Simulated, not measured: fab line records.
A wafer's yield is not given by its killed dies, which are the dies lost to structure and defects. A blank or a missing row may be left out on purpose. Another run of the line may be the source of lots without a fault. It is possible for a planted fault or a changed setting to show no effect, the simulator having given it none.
A struck lot beside a sound one | flow n5 finfet | 36 steps out of a route of 1938
Sound: these wafers, L655.1, L655.4, L655.6. Wafers struck: L656.1, L656.4, L656.6. The cause is named last.
For every step that has rows: the tool of each side, followed by ch and its chambers, followed by its first start. Under that, the readings that differ: sound wafers | struck wafers | difference of the means | sigmas: that difference in standard deviations of wafers without a fault.
alike: words and numbers the same on both sides, and readings whose means are apart by under 2 such deviations; not compared: readings that were withheld, readings missing a value for some wafer, numbers with overlapping values and no deviation given by the record, and bounds like >300 which may hide the same value.
Wherever a step has rows on one side only, a row that says differs or no value, or a row with sigmas, the two part there. Numbers that don't overlap but have no deviation are shown without sigmas and don't part them. Lack of a reading on every wafer of one side parts them only where that side has two or more wafers.

first, 9 steps without rows for these wafers: N5_BEOL_M4_ANNEAL_95 (time 240 s); N5_BEOL_M4_SPUTTER_96 (material Cu, target thk 4.5 nm, time 8.29 s); N5_BEOL_M4_ECD_50 (material Cu, target thk 300 nm); N5_BEOL_M4_ANNEAL_51 (time 90 s); N5_BEOL_M4_CMP_52 (polishes, stops on SiOC, t overpolish 6.8 s, target thk 40 nm); N5_BEOL_M4_PRE_CLEAN_60 (time 15 s); N5_BEOL_M4_CO_CAP_55 (material Co, precursor CCTBA/H2, target thk 2 nm, time 102.1 s); N5_BEOL_M4_PRE_CLEAN_56 (time 15 s); N5_BEOL_M4_DEP_57 (deposits SiCN from 3MS/NH3, target thk 8 nm, time 14 s).
N5_BEOL_M4_RC_MEAS_101:
  sound on prober-02 ch 0, day 10 01:52; struck on prober-01 ch 0, day 10 19:44
  alike: DIBL_N, DIBL_P, IOFF_N, IOFF_P, ION_N, ION_P, SS_N, SS_P, VT_N, VT_P
then, 24 steps without rows for these wafers: N5_BEOL_M5_ILD_DEP_00 (deposits SiCOH lowk from DEMS/porogen, target thk 140.64 nm, time 25.9 s); N5_BEOL_M5_CURE_79 (cures SiCOH lowk, time 240 s); N5_BEOL_M5_PECVD_70 (deposits SiO2 from TEOS/O2, target thk 16 nm, time 18 s); N5_BEOL_M5_HM_DEP_02 (deposits TiN, target thk 20 nm); N5_BEOL_M5_COAT_59 (time 60 s, resist thk 60 nm); N5_BEOL_M5_COAT_60 (time 60 s, resist thk 12 nm); N5_BEOL_M5_COAT_71 (time 60 s, resist thk 5 nm); N5_BEOL_M5_COAT_05 (resist thk 30 nm); N5_BEOL_M5_EBR_07; N5_BEOL_M5_SOFTBAKE_06 (time 60 s); N5_BEOL_M5_EXPOSE_08 (exposes mask M5, target cd 28 nm); N5_BEOL_M5_PEB_09 (peb time 60 s); N5_BEOL_M5_DEVELOP_10 (develop time 30 s); N5_BEOL_M5_DESCUM_16 (chemistry O2, time 7 s); N5_BEOL_M5_ETCH_72 (etches underlayer in N2/H2, target depth 6.5 nm, time 5.2 s); N5_BEOL_M5_ETCH_61 (etches SiARC in CF4, target depth 15.6 nm, time 26 s); N5_BEOL_M5_ETCH_62 (etches SOC in N2/H2, target depth 75 nm, overetch 15 nm, time 112.5 s); N5_BEOL_M5_STRIP_63 (strips in N2/H2); N5_BEOL_M5_STRIP_73 (strips in N2/H2); N5_BEOL_M5_STRIP_64 (strips in CF4); N5_BEOL_M5_HM_OPEN_17 (chemistry Cl2/BCl3, target TiN, target depth 20 nm, overetch 6 nm); N5_BEOL_M5_STRIP_19 (strips in O2); N5_BEOL_M5_COAT_65 (time 60 s, resist thk 60 nm); N5_BEOL_M5_COAT_66 (time 60 s, resist thk 12 nm).
N5_BEOL_M8_VIA_ETCH_34: etches SiCOH lowk in C4F6/O2, target depth 125.5 nm, time 50.5 s.
  sound on rie diel-04 ch 1,2,3, day 11 16:35; struck on rie diel-04 ch 0,1,2, day 12 16:10
  no value came back on the struck wafers for any of 8 readings (C4F6_flow_sccm (sccm), O2_flow_sccm (sccm) and others); on the sound wafers C4F6_flow_sccm (sccm) reads 10.006 9.987 10.037
  reading                                    | sound          | struck      | difference | sigmas
  model.SiARC_of_BEOL_M8_COAT_64.thk nm (nm) | 0 0 0          | 6.8 6.4 6.6 | +6.6       |
  model.SOC_of_BEOL_M8_COAT_63.thk nm (nm)   | 53.8 53.6 54.2 | 60 60 60    | +6         |
  not compared: rf hours counter h
-- record jumps: 3 days separate the struck wafers' starts on either side; left off in module BEOL_M8, taken up again in module PASSIVATION, whose first shown step is the route's number 1936 --
N5_PASSIVATION_PROBE_49:
  struck on prober-01, day 15 16:23; sound on prober-01, day 14 13:38
  reading                  | sound          | struck         | difference | sigmas
  defect limited yield (%) | 93.6 91.9 93.3 | 0 0 0          | -93        | -62
  killed_at_M0_to_M3       | 20 27 15       | 44 33 39       | +18        | +2
  killed_at_M4_up          | 7 16 9         | 1074 1087 1105 | +1078      | +99 or more
  killed dies              | 76 96 79       | 1180 1180 1180 | +1096      | +61
  killed on rim            | 8 12 10        | 152 152 152    | +142       | +32
  sort_bin_5_function (%)  | 4.0 4.9 4.1    | 95.2 96.3 97.4 | +92.0      | +93
  sort n pass              | 1104 1084 1101 | 0 0 0          | -1096      | -61
  sort yield pct (%)       | 93.6 91.9 93.3 | 0 0 0          | -93        | -62
  alike: killed at contacts, killed at front end, killed at other, killed open, killed short, sort_bin_6_memory

WHERE THEY PART
At N5_BEOL_M8_VIA_ETCH_34 first; at N5_PASSIVATION_PROBE_49 last (within this record only).

WHY: whatever the simulator had introduced
Step skipped in full: rie diel-04, at N5_BEOL_M8_VIA_ETCH_34, from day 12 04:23 onward. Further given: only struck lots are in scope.
